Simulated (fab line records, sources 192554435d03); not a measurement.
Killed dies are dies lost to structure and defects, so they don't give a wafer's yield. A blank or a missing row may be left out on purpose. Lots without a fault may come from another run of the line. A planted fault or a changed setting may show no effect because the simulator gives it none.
Split-lot experiment | flow n5_finfet | 7 lots, 39 wafers read, on a route of 1938 steps

THE SPLIT
At N5_DUMMY_GATE_ETCH_31 (etches SiO2 in C4F6/O2, target depth 82.5 nm, time 27.5 s), the setting target_depth_a was moved away from the recipe's 825 angstrom on 18 of the 39 wafers read, by -11.0% to +9.4%. The other wafers ran this setting at the recipe's value.

The reading is taken at the split's own step.

THE READING
SOC_of_DUMMY_GATE_COAT_34.thk_nm (the simulator's own value, which no gauge read), in nm, at N5_DUMMY_GATE_ETCH_31 (etches SiO2 in C4F6/O2, target depth 82.5 nm, time 27.5 s). The file gives no usual value for it. The 21 wafers here that ran the recipe average 51.9 nm, standard deviation 0.33 nm.

wafer  | tool, chamber at the split | target_depth_a as run, angstrom | against the recipe | SOC_of_DUMMY_GATE_COAT_34.thk_nm, nm | against lot-mates on the recipe
L077.1 | rie_diel-06, 3             | 825                             | recipe             | 52.2                                 | -
L077.5 | rie_diel-06, 1             | 825                             | recipe             | 52.2                                 | -
L077.6 | rie_diel-06, 0             | 825                             | recipe             | 52.2                                 | -
L078.1 | rie_diel-06, 2             | 825                             | recipe             | 52.4                                 | -
L078.2 | rie_diel-06, 3             | 866.6                           | +5.0%              | 52                                   | -0.3
L078.3 | rie_diel-06, 0             | 825                             | recipe             | 52.4                                 | -
L078.4 | rie_diel-06, 1             | 825                             | recipe             | 52.2                                 | -
L078.5 | rie_diel-06, 3             | 866.6                           | +5.0%              | 51.6                                 | -0.7
L078.6 | rie_diel-06, 0             | 866.6                           | +5.0%              | 51.8                                 | -0.5
L081.1 | rie_diel-06, 1             | 734                             | -11.0%             | 52.8                                 | +0.7
L081.2 | rie_diel-06, 3             | 825                             | recipe             | 52.2                                 | -
L081.3 | rie_diel-06, 2             | 734                             | -11.0%             | 52.6                                 | +0.5
L081.4 | rie_diel-06, 0             | 825                             | recipe             | 52                                   | -
L081.5 | rie_diel-06, 0             | 825                             | recipe             | 52                                   | -
L081.6 | rie_diel-06, 3             | 734                             | -11.0%             | 53                                   | +0.9
L086.1 | rie_diel-06, 3             | 902.3                           | +9.4%              | 51                                   | -0.5
L086.2 | rie_diel-06, 1             | 902.3                           | +9.4%              | 51                                   | -0.5
L086.3 | rie_diel-06, 2             | 825                             | recipe             | 51.6                                 | -
L086.4 | rie_diel-06, 0             | 825                             | recipe             | 51.4                                 | -
L086.5 | rie_diel-06, 0             | 825                             | recipe             | 51.4                                 | -
L086.6 | rie_diel-06, 1             | 902.3                           | +9.4%              | 51                                   | -0.5
L091.1 | rie_diel-03, 0             | 765.9                           | -7.2%              | 52.6                                 | +1.1
L091.2 | rie_diel-03, 2             | 825                             | recipe             | 51.6                                 | -
L091.3 | rie_diel-03, 1             | 765.9                           | -7.2%              | 52.2                                 | +0.7
L091.4 | rie_diel-03, 3             | 825                             | recipe             | 51.4                                 | -
L091.5 | rie_diel-03, 1             | 765.9                           | -7.2%              | 52.2                                 | +0.7
L091.6 | rie_diel-03, 2             | 825                             | recipe             | 51.4                                 | -
L092.1 | rie_diel-06, 2             | 775.4                           | -6.0%              | 52.4                                 | +0.5
L092.2 | rie_diel-06, 3             | 825                             | recipe             | 52                                   | -
L092.3 | rie_diel-06, 1             | 825                             | recipe             | 52                                   | -
L092.4 | rie_diel-06, 0             | 825                             | recipe             | 51.6                                 | -
L092.5 | rie_diel-06, 1             | 775.4                           | -6.0%              | 52.4                                 | +0.5
L092.6 | rie_diel-06, 0             | 775.4                           | -6.0%              | 52.2                                 | +0.3
L097.1 | rie_diel-06, 2             | 825                             | recipe             | 52                                   | -
L097.2 | rie_diel-06, 3             | 774.9                           | -6.1%              | 52.6                                 | +0.7
L097.3 | rie_diel-06, 0             | 774.9                           | -6.1%              | 52.2                                 | +0.3
L097.4 | rie_diel-06, 1             | 825                             | recipe             | 51.8                                 | -
L097.5 | rie_diel-06, 2             | 774.9                           | -6.1%              | 52.4                                 | +0.5
L097.6 | rie_diel-06, 3             | 825                             | recipe             | 52                                   | -

THE FIT
A straight line over all 39 wafers: SOC_of_DUMMY_GATE_COAT_34.thk_nm changes by -0.0766 nm for each +1% of target_depth_a; r = -0.81; the points scatter about the line by 0.29 nm.
The same after taking each lot's own level away (the mean of its wafers on the recipe; 39 wafers): -0.0739 nm for each +1%; r = -0.91; scatter 0.18 nm.
On that fit, the largest move of target_depth_a shifts the reading by 0.82 nm.
The lots' own levels span 51.47 to 52.33 nm, that is 2.6 times the standard deviation above.
So the lot-to-lot level changes the slope little: the two slopes agree.
Check: with one of the wafers moved furthest among these (-11.0%) left out of the fit, the line predicts +0.858 nm for it against its lot-mates. It came out at +0.733 nm against them.

OTHER SPLITS ON THESE WAFERS
These wafers also went through other splits before the reading. Each is held against what the fit with the lots' levels taken away leaves over:
other split on the same wafers    | wafers away from the commonest value | r with SOC_of_DUMMY_GATE_COAT_34.thk_nm (lot level and that fit taken away)
N5_WELL_APT_IMPLANT_31 energy_kev | 9                                    | -0.14
N5_WELL_APT_EPI_41 time_s         | 18                                   | +0.24

THE WHOLE CHAIN: every reading that the file lists as answering this split, in the file's order
step                  | what it does                                              | reading                                                                           | change (the file's fit)                | r (the file's)
N5_DUMMY_GATE_ETCH_31 | etches SiO2 in C4F6/O2, target depth 82.5 nm, time 27.5 s | etch.depth_nm (the simulator's own value, which no gauge read)                    | +0.802 nm for each +1% of the setting  | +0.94
N5_DUMMY_GATE_ETCH_31 | etches SiO2 in C4F6/O2, target depth 82.5 nm, time 27.5 s | SOC_of_DUMMY_GATE_COAT_34.thk_nm (the simulator's own value, which no gauge read) | -0.0752 nm for each +1% of the setting | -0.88

THE FILE'S OWN FIT
SOC_of_DUMMY_GATE_COAT_34.thk_nm changes by -0.0752 nm for each +1% of target_depth_a, r = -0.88.
